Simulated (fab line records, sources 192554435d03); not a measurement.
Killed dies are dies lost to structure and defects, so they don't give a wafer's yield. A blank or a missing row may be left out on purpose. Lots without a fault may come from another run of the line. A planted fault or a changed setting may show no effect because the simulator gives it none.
Chamber matching | flow n5_finfet | N5_BEOL_M6_DESCUM_33 on rie_diel-04: 4 sister chambers
The step chemistry O2, time 7 s. 4 wafers are shown with their chamber, then 8 later ones without.

WAFERS WITH THEIR CHAMBER
wafer  | chamber | throttle_valve_pct (%)
L091.2 | 0       | 20.58
L091.3 | 3       | 19.84
L091.5 | 1       | 20.18
L093.3 | 2       | 20.35

WAFERS WITHOUT THEIR CHAMBER
wafer  | throttle_valve_pct (%)
L093.5 | 20.19
L093.6 | 20.58
L092.1 | 19.84
L092.2 | 20.21
L092.5 | 20.58
L095.2 | 19.86
L095.5 | 19.87
L095.6 | 20.38

WHICH CHAMBER EACH WENT THROUGH
wafer  | from the rows above | in truth
L093.5 | 1                   | 1
L093.6 | 0                   | 0
L092.1 | 3                   | 3
L092.2 | 1                   | 1
L092.5 | 0                   | 0
L095.2 | 3                   | 3
L095.5 | 3                   | 3
L095.6 | 2                   | 2
Placed correctly: 8 of 8. Can't be placed from these rows: 0. Placed wrongly: 0.
How it was worked out, from the rows above alone: a wafer's distance from a chamber is the root of the sum, over the readings, of the square of ((its reading less the chamber's mean) divided by the reading's scatter). The wafer belongs to the nearest chamber; if the next one is less than 2 further off, it can't be placed. A chamber's mean is the mean of its shown wafers. The scatter: with one shown wafer a chamber, the root of the mean of the squares of how far each hidden wafer lies from its nearest shown one.
